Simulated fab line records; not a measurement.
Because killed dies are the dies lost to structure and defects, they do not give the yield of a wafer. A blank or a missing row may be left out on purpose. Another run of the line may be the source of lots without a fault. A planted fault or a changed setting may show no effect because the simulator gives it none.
The tool behind it: which one?	flow nand-harc	Sampling: 15 lots, 45 wafers, 4 of 1302 route steps

== WHAT THE GAUGES READ, wafer by wafer ==
NHARC_P_CONTACT_INSPECT_27. Usual: raw-defect-count reads 295 (standard deviation 100).
lot	measured	on	raw-defect-count	flag
L788	day 5 22:44	defect-inspect-02	483 449 333	
L789	day 6 08:53	defect-inspect-02	443 361 383	
L792	day 7 20:26	defect-inspect-02	324 331 188	
L797	day 9 20:58	defect-inspect-02	2383 2419 2371	OFF
L798	day 10 01:16	defect-inspect-01	2451 2324 2324	OFF
L799	day 10 12:37	defect-inspect-01	2384 2291 2277	OFF
L802	day 12 00:13	defect-inspect-02	510 367 170	
L801	day 12 00:37	defect-inspect-01	233 160 226	
L803	day 12 07:56	defect-inspect-02	218 364 349	
L804	day 12 19:13	defect-inspect-02	267 297 188	
L805	day 13 10:25	defect-inspect-01	135 204 204	
L807	day 13 22:53	defect-inspect-01	243 365 162	
L809	day 14 15:41	defect-inspect-02	440 310 347	
L810	day 15 10:54	defect-inspect-02	147 259 192	
L811	day 15 17:20	defect-inspect-02	322 220 269	

== TOOL THAT RAN EACH LOT (tool first, then ch and the chambers of the sampled wafers, then the start) ==
lot	NHARC_P_GATE_RTA_64	NHARC_P_CONTACT_ETCH_35	NHARC_P_CONTACT_CMP_24
L788	rtp-anneal-01 ch 0, day 5 16:37	rie-diel-01 ch 2,3, day 5 19:44	cmp-01 ch 0,3, day 5 22:21
L789	rtp-anneal-02 ch 0, day 6 02:52	rie-diel-01 ch 0,2, day 6 05:53	cmp-03 ch 0,2, day 6 08:30
L792	rtp-anneal-01 ch 0, day 7 14:17	rie-diel-05 ch 1,2,3, day 7 17:26	cmp-01 ch 1,3, day 7 20:02
L797	rtp-anneal-02 ch 0, day 9 14:41	rie-diel-05 ch 1,2,3, day 9 17:57	cmp-03 ch 1,2,3, day 9 20:37
L798	rtp-anneal-01 ch 0, day 9 19:17	rie-diel-01 ch 1,2,3, day 9 22:16	cmp-01 ch 0,2, day 10 00:52
L799	rtp-anneal-02 ch 0, day 10 06:31	rie-diel-04 ch 1,2,3, day 10 09:38	cmp-02 ch 0,2, day 10 12:14
L802	rtp-anneal-01 ch 0, day 11 17:35	rie-diel-01 ch 0,3, day 11 20:49	cmp-01 ch 0,1,3, day 11 23:53
L801	rtp-anneal-02 ch 0, day 11 18:29	rie-diel-04 ch 0,1,3, day 11 21:37	cmp-02 ch 0,1,3, day 12 00:12
L803	rtp-anneal-01 ch 0, day 12 01:50	rie-diel-01 ch 1,2, day 12 04:49	cmp-01 ch 1,2, day 12 07:32
L804	rtp-anneal-01 ch 0, day 12 13:11	rie-diel-01 ch 0,1,2, day 12 16:13	cmp-03 ch 0,2,3, day 12 18:49
L805	rtp-anneal-01 ch 0, day 13 04:13	rie-diel-04 ch 1,2,3, day 13 07:24	cmp-02 ch 0,2, day 13 10:01
L807	rtp-anneal-01 ch 0, day 13 16:41	rie-diel-05 ch 1,2,3, day 13 19:53	cmp-02 ch 1,2,3, day 13 22:29
L809	rtp-anneal-02 ch 0, day 14 09:40	rie-diel-01 ch 1,3, day 14 12:42	cmp-02 ch 0,1,3, day 14 15:19
L810	rtp-anneal-01 ch 0, day 15 04:48	rie-diel-05 ch 2,3, day 15 07:54	cmp-03 ch 0,2,3, day 15 10:29
L811	rtp-anneal-01 ch 0, day 15 10:55	rie-diel-05 ch 0,1,2, day 15 14:21	cmp-01 ch 0,1,3, day 15 16:58
- NHARC_P_GATE_RTA_64: time 1 s.
- NHARC_P_CONTACT_ETCH_35: etches the open film in CF4, target depth 39 nm, time 65 s.
- NHARC_P_CONTACT_CMP_24: polishes, t overpolish 30 s, target thk 200 nm.

== WHAT THE TOOLS THEMSELVES READ (means of the sampled wafers that have a number; where no wafer has one, the mark that the record gives instead) ==
NHARC_P_GATE_RTA_64. Usual: lamp-power-pct 34.82 %, standard deviation 0.26; wafer_temp_C_max 1054.3, standard deviation 1.6.
lot	tool	lamp-power-pct (%)	wafer_temp_C_max	flag
L788	rtp-anneal-01	35.06	1052.5	
L789	rtp-anneal-02	34.47	1055.8	
L792	rtp-anneal-01	35.05	1053.8	
L797	rtp-anneal-02	34.47	1057.3	
L798	rtp-anneal-01	34.98	1053.0	
L799	rtp-anneal-02	34.47	1056.4	
L802	rtp-anneal-01	35.01	1053.4	
L801	rtp-anneal-02	34.42	1056.8	
L803	rtp-anneal-01	35.01	1053.3	
L804	rtp-anneal-01	35.00	1053.2	
L805	rtp-anneal-01	35.02	1053.6	
L807	rtp-anneal-01	35.04	1052.3	
L809	rtp-anneal-02	34.51	1055.8	
L810	rtp-anneal-01	34.96	1053.7	
L811	rtp-anneal-01	34.99	1053.2	

NHARC_P_CONTACT_ETCH_35. Usual: drypump-motor-current-A 5.89 A, standard deviation 0.28; oes-product-au 1.001 a.u., standard deviation 0.0083; rf-vpp-V 151.6 V, standard deviation 0.98; showerhead-plenum-p-Torr 1.79 Torr, standard deviation 0.04; throttle-valve-pct 13.282 %, standard deviation 0.01.
lot	tool	drypump-motor-current-A (A)	oes-product-au (a.u.)	rf-vpp-V (V)	showerhead-plenum-p-Torr (Torr)	throttle-valve-pct (%)	flag
L788	rie-diel-01	5.86	0.996	151.3	1.80	13.275	
L789	rie-diel-01	6.05	0.994	152.3	1.83	13.283	
L792	rie-diel-05	5.96	0.997	151.0	1.79	13.293	
L797	rie-diel-05	5.94	1.004	152.2	1.78	13.273	
L798	rie-diel-01	5.71	0.987	151.1	1.80	13.274	
L799	rie-diel-04	5.86	1.006	152.1	1.78	13.286	
L802	rie-diel-01	5.62	1.000	150.8	1.82	13.289	
L801	rie-diel-04	5.90	1.004	151.6	1.76	13.285	
L803	rie-diel-01	5.75	0.996	152.3	1.81	13.283	
L804	rie-diel-01	5.91	0.999	152.2	1.82	13.289	
L805	rie-diel-04	5.87	1.012	151.1	1.78	13.278	
L807	rie-diel-05	5.94	1.003	152.4	1.78	13.279	
L809	rie-diel-01	5.49	0.997	152.9	1.80	13.284	
L810	rie-diel-05	5.80	0.992	150.9	1.78	13.274	
L811	rie-diel-05	6.16	0.999	150.9	1.75	13.280	

NHARC_P_CONTACT_CMP_24. Usual: edge-zone-pressure-frac 1.001, standard deviation 0.0046; motor-current-A 12.2 A, standard deviation 1.1; overpolish-run-s 30.000 s, standard deviation 0.0092; time-to-endpoint-s 39.5 s, standard deviation 2.3.
lot	tool	edge-zone-pressure-frac	motor-current-A (A)	overpolish-run-s (s)	time-to-endpoint-s (s)	flag
L788	cmp-01	0.998	12.6	29.998	40.0	
L789	cmp-03	1.000	12.6	30.001	41.1	
L792	cmp-01	1.002	11.1	30.006	43.1	
L797	cmp-03	-	-	-	-	OFF
L798	cmp-01	-	-	-	-	OFF
L799	cmp-02	-	-	-	-	OFF
L802	cmp-01	1.004	11.9	30.008	40.0	
L801	cmp-02	1.002	12.7	29.996	37.4	
L803	cmp-01	1.002	11.4	29.991	39.6	
L804	cmp-03	0.999	12.1	30.001	40.0	
L805	cmp-02	0.998	12.3	30.002	41.3	
L807	cmp-02	1.004	11.9	29.998	38.1	
L809	cmp-02	1.002	12.2	30.001	37.2	
L810	cmp-03	1.004	12.3	30.004	42.4	
L811	cmp-01	1.000	11.8	29.998	39.0	

== THE ANSWER, worked out from the rows above alone ==
Rule: a lot is off if the mean of its wafers that have a number lies more than 3 standard deviations from the usual mean. A lot without any number at a reading at which 4 lots or more have one is off too. Any other lot the step has rows for is counted as sound. After the gauges, taken in route order, come the tools' own readings; for these a lot's mean is taken, as printed above. The first step at which some lot is off is used, and at that step the reading that is off furthest; a lot without a number counts as furthest.
Off: L797, L798, L799 (NHARC_P_CONTACT_INSPECT_27, raw-defect-count).
A tool fits if, at a process step before that reading, it ran every lot that is off, and no sound lot after the first of them. The gauges at NHARC_P_CONTACT_INSPECT_27 aren't tried: what is off there is off at NHARC_P_CONTACT_CMP_24 too, on other tools, and a gauge's error can't cause that. Of those tried, none fits.

== WHAT THE SIMULATOR HAD INSERTED ==
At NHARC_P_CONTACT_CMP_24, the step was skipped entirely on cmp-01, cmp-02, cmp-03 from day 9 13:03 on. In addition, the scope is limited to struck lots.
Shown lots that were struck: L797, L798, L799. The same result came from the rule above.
